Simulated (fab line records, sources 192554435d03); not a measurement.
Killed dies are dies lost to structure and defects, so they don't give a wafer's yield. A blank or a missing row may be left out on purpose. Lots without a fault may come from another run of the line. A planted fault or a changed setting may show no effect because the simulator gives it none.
Which tool did it? | flow n5_finfet | 11 lots, 32 wafers sampled, at 5 steps of a route of 1938

WHAT THE GAUGES READ, wafer by wafer
N5_BEOL_M4_RC_MEAS_101. Usual: DIBL_N 36.2 mV/V, standard deviation 1.4; DIBL_P 36.1 mV/V, standard deviation 1.5; IOFF_N 0.153 nA/um, standard deviation 0.02; IOFF_P 0.215 nA/um, standard deviation 0.03; ION_N 672 uA/um, standard deviation 8.6; ION_P 463 uA/um, standard deviation 6.8; SS_N 71.5 mV/dec, standard deviation 0.47; SS_P 73.3 mV/dec, standard deviation 0.57; VT_N 250.6 mV, standard deviation 2.4; VT_P -249 mV, standard deviation 3.2.
lot  | measured     | on        | DIBL_N (mV/V)  | DIBL_P (mV/V)  | IOFF_N (nA/um)    | IOFF_P (nA/um)    | ION_N (uA/um) | ION_P (uA/um) | SS_N (mV/dec)  | SS_P (mV/dec)  | VT_N (mV)         | VT_P (mV)      | flag
L710 | day 8 07:58  | prober-01 | 38.6 38.9 37.4 | 38.4 38.0 36.7 | 0.186 0.179 0.161 | 0.248 0.249 0.224 | 673 676 667   | 464 461 457   | 71.8 73.0 72.1 | 74.6 73.8 73.5 | 246.8 248.2 249.3 | -245 -247 -250 |
L713 | day 9 03:06  | prober-02 | 36.7 33.9 36.0 | 37.2 33.7 36.6 | 0.156 0.113 0.146 | 0.219 0.172 0.215 | 668 652 662   | 460 455 462   | 71.6 70.8 71.3 | 73.6 71.9 73.3 | 251.8 258.3 250.5 | -251 -254 -251 |
L715 | day 9 22:04  | prober-02 | 34.3 36.0 35.6 | 33.5 35.1 34.9 | 0.120 0.144 0.146 | 0.195 0.229 0.223 | 661 673 669   | 468 470 466   | 71.3 71.5 71.7 | 72.6 73.6 73.7 | 255.7 250.6 251.3 | -250 -248 -248 |
L717 | day 9 22:13  | prober-01 | 35.6 34.5 36.8 | 37.4 36.0 39.1 | 0.153 0.135 0.185 | 0.196 0.181 0.229 | 662 667 685   | 455 455 465   | 70.7 71.2 72.3 | 72.7 72.0 73.3 | 250.1 251.2 245.4 | -252 -253 -249 |
L716 | day 10 03:40 | prober-02 | 34.9 36.1 35.3 | 36.3 37.6 36.3 | 0.130 0.150 0.134 | 0.186 0.212 0.204 | 673 668 673   | 461 463 467   | 71.5 71.2 71.8 | 73.1 73.0 73.3 | 254.1 250.0 253.3 | -253 -251 -251 |
L723 | day 12 04:41 | prober-02 | 35.8 38.1 36.9 | 35.7 38.4 37.2 | 0.143 0.181 0.156 | 0.210 0.239 0.218 | 666 682 677   | 454 467 468   | 70.9 72.3 71.6 | 72.8 73.7 73.5 | 251.7 250.4 250.8 | -252 -250 -250 |
L725 | day 12 01:34 | prober-01 | 35.1 36.4 36.7 | 35.4 36.6 36.7 | 0.147 0.162 0.179 | 0.227 0.255 0.257 | 675 664 673   | 465 462 465   | 71.9 71.5 72.6 | 73.4 74.4 73.9 | 252.7 251.6 250.0 | -247 -245 -244 |
L726 | day 12 12:50 | prober-02 | 34.2 34.9      | 34.1 35.8      | 0.130 0.148       | 0.173 0.189       | 667 682       | 460 460       | 71.3 70.9      | 73.0 73.8      | 253.5 249.9       | -253 -252      |
L727 | day 12 07:14 | prober-02 | 36.3 37.0 35.8 | 35.7 35.8 34.3 | 0.150 0.161 0.135 | 0.215 0.217 0.189 | 659 677 669   | 459 465 465   | 71.2 71.5 71.2 | 73.9 73.6 72.8 | 250.0 248.7 250.4 | -248 -251 -252 |
L730 | day 13 08:04 | prober-02 | 35.3 34.6 34.8 | 34.7 34.2 34.0 | 0.139 0.141 0.134 | 0.193 0.188 0.191 | 673 679 679   | 460 464 464   | 71.3 70.8 71.5 | 73.2 74.3 73.3 | 253.2 253.1 251.2 | -250 -254 -251 |
L729 | day 13 09:07 | prober-02 | 36.7 36.4 37.6 | 37.1 36.2 37.5 | 0.156 0.150 0.176 | 0.239 0.224 0.252 | 683 676 693   | 472 470 475   | 70.9 71.2 71.9 | 73.3 72.1 73.3 | 252.4 250.8 249.7 | -248 -249 -246 |

WHICH TOOL RAN EACH LOT (tool, then ch and the chambers of the sampled wafers, then the start)
lot  | N5_BEOL_M1_SPUTTER_86        | N5_BEOL_M1_ANNEAL_89         | N5_BEOL_M1_SPUTTER_92        | N5_BEOL_M1_ANNEAL_95
L710 | pvd_sputter-03, day 6 18:39  | pvd_sputter-03, day 6 18:57  | pvd_sputter-03, day 6 19:19  | pvd_sputter-03, day 6 19:37
L713 | pvd_sputter-02, day 7 17:31  | pvd_sputter-02, day 7 17:49  | pvd_sputter-02, day 7 18:11  | pvd_sputter-02, day 7 18:29
L715 | pvd_sputter-02, day 8 10:46  | pvd_sputter-02, day 8 11:04  | pvd_sputter-02, day 8 11:25  | pvd_sputter-02, day 8 11:43
L717 | pvd_sputter-01, day 8 15:53  | pvd_sputter-01, day 8 16:11  | pvd_sputter-01, day 8 16:32  | pvd_sputter-01, day 8 16:50
L716 | pvd_sputter-02, day 8 15:56  | pvd_sputter-02, day 8 16:14  | pvd_sputter-02, day 8 16:36  | pvd_sputter-02, day 8 16:54
L723 | pvd_sputter-01, day 10 04:15 | pvd_sputter-01, day 10 04:33 | pvd_sputter-01, day 10 04:55 | pvd_sputter-01, day 10 05:13
L725 | pvd_sputter-02, day 10 10:49 | pvd_sputter-02, day 10 11:07 | pvd_sputter-02, day 10 11:29 | pvd_sputter-02, day 10 11:47
L726 | pvd_sputter-03, day 10 22:07 | pvd_sputter-03, day 10 22:25 | pvd_sputter-03, day 10 22:46 | pvd_sputter-03, day 10 23:04
L727 | pvd_sputter-01, day 10 22:19 | pvd_sputter-01, day 10 22:37 | pvd_sputter-01, day 10 22:58 | pvd_sputter-01, day 10 23:16
L730 | pvd_sputter-01, day 11 19:13 | pvd_sputter-01, day 11 19:31 | pvd_sputter-01, day 11 19:52 | pvd_sputter-01, day 11 20:10
L729 | pvd_sputter-02, day 11 20:29 | pvd_sputter-02, day 11 20:47 | pvd_sputter-02, day 11 21:09 | pvd_sputter-02, day 11 21:27
- N5_BEOL_M1_SPUTTER_86: material Cu, target thk 4.5 nm, time 8.29 s.
- N5_BEOL_M1_ANNEAL_89: time 240 s.
- N5_BEOL_M1_SPUTTER_92: material Cu, target thk 4.5 nm, time 8.29 s.
- N5_BEOL_M1_ANNEAL_95: time 240 s.

WHAT THE TOOLS THEMSELVES READ (means of the sampled wafers that have a number; where no wafer has one, the mark that the record gives instead)
N5_BEOL_M1_SPUTTER_86. Usual: chamber_pressure_pa 0.07 Pa, standard deviation 0.00012; chuck_gas_flow_sccm 1.25 sccm, standard deviation 0.052; substrate_temp_c -19.99 C, standard deviation 0.11; throttle_valve_pct 30.2 %, standard deviation 0.89.
lot  | tool           | chamber_pressure_pa (Pa) | chuck_gas_flow_sccm (sccm) | substrate_temp_c (C) | throttle_valve_pct (%) | flag
L710 | pvd_sputter-03 | 0.07                     | 1.21                       | -19.87               | 30.1                   |
L713 | pvd_sputter-02 | 0.07                     | 1.25                       | -20.03               | 30.6                   |
L715 | pvd_sputter-02 | 0.07                     | 1.26                       | -19.99               | 31.0                   |
L717 | pvd_sputter-01 | 0.07                     | 1.27                       | -20.02               | 30.4                   |
L716 | pvd_sputter-02 | 0.07                     | 1.30                       | -19.80               | 30.2                   |
L723 | pvd_sputter-01 | 0.07                     | 1.24                       | -20.01               | 29.9                   |
L725 | pvd_sputter-02 | 0.07                     | 1.25                       | -20.02               | 30.4                   |
L726 | pvd_sputter-03 | 0.07                     | 1.21                       | -20.05               | 30.1                   |
L727 | pvd_sputter-01 | 0.07                     | 1.28                       | -19.96               | 29.7                   |
L730 | pvd_sputter-01 | 0.07                     | 1.25                       | -20.08               | 30.6                   |
L729 | pvd_sputter-02 | 0.07                     | 1.26                       | -19.99               | 30.3                   |

N5_BEOL_M1_ANNEAL_89. Usual: heater_power_w 822 W, standard deviation 58.
lot  | tool           | heater_power_w (W) | flag
L710 | pvd_sputter-03 | 775                |
L713 | pvd_sputter-02 | 804                |
L715 | pvd_sputter-02 | 794                |
L717 | pvd_sputter-01 | 854                |
L716 | pvd_sputter-02 | 797                |
L723 | pvd_sputter-01 | 871                |
L725 | pvd_sputter-02 | 801                |
L726 | pvd_sputter-03 | 796                |
L727 | pvd_sputter-01 | 867                |
L730 | pvd_sputter-01 | 893                |
L729 | pvd_sputter-02 | 745                |

N5_BEOL_M1_SPUTTER_92. Usual: chamber_pressure_pa 0.07 Pa, standard deviation 0.00014; chuck_gas_flow_sccm 1.25 sccm, standard deviation 0.056; substrate_temp_c -20.01 C, standard deviation 0.11; throttle_valve_pct 30.2 %, standard deviation 0.87.
lot  | tool           | chamber_pressure_pa (Pa) | chuck_gas_flow_sccm (sccm) | substrate_temp_c (C) | throttle_valve_pct (%) | flag
L710 | pvd_sputter-03 | 0.07                     | 1.29                       | -19.92               | 30.2                   |
L713 | pvd_sputter-02 | 0.07                     | 1.26                       | -20.01               | 30.7                   |
L715 | pvd_sputter-02 | 0.07                     | 1.33                       | -20.10               | 31.1                   |
L717 | pvd_sputter-01 | -                        | -                          | -                    | -                      | OFF
L716 | pvd_sputter-02 | -                        | -                          | -                    | -                      | OFF
L723 | pvd_sputter-01 | 0.07                     | 1.28                       | -20.01               | 30.0                   |
L725 | pvd_sputter-02 | 0.07                     | 1.21                       | -20.03               | 30.4                   |
L726 | pvd_sputter-03 | 0.07                     | 1.25                       | -20.11               | 30.3                   |
L727 | pvd_sputter-01 | 0.07                     | 1.28                       | -20.02               | 29.7                   |
L730 | pvd_sputter-01 | 0.07                     | 1.19                       | -20.02               | 30.6                   |
L729 | pvd_sputter-02 | 0.07                     | 1.25                       | -19.95               | 30.3                   |

N5_BEOL_M1_ANNEAL_95. Usual: heater_power_w 823 W, standard deviation 58.
lot  | tool           | heater_power_w (W) | flag
L710 | pvd_sputter-03 | 775                |
L713 | pvd_sputter-02 | 804                |
L715 | pvd_sputter-02 | 802                |
L717 | pvd_sputter-01 | 843                |
L716 | pvd_sputter-02 | 802                |
L723 | pvd_sputter-01 | 861                |
L725 | pvd_sputter-02 | 794                |
L726 | pvd_sputter-03 | 805                |
L727 | pvd_sputter-01 | 871                |
L730 | pvd_sputter-01 | 897                |
L729 | pvd_sputter-02 | 746                |

THE ANSWER, worked out from the rows above alone
Rule: a lot is off if the mean of its wafers that have a number lies more than 3 standard deviations from the usual mean. A lot without any number at a reading at which 4 lots or more have one is off too. The other lots that the step has rows for count as sound. The gauges are gone through in route order, then the tools' own readings, and for those a lot's mean is taken as printed above. The first step at which some lot is off is used, and at that step the reading that is off furthest; a lot without a number counts as furthest.
Off: L717, L716, at N5_BEOL_M1_SPUTTER_92 (chamber_pressure_pa). Without a number there: L717, L716.
A tool fits if, at that step or a process step before it, it ran every lot that is off, and no sound lot after the first of them. None of those tried fits.

WHAT THE SIMULATOR HAD PUT IN
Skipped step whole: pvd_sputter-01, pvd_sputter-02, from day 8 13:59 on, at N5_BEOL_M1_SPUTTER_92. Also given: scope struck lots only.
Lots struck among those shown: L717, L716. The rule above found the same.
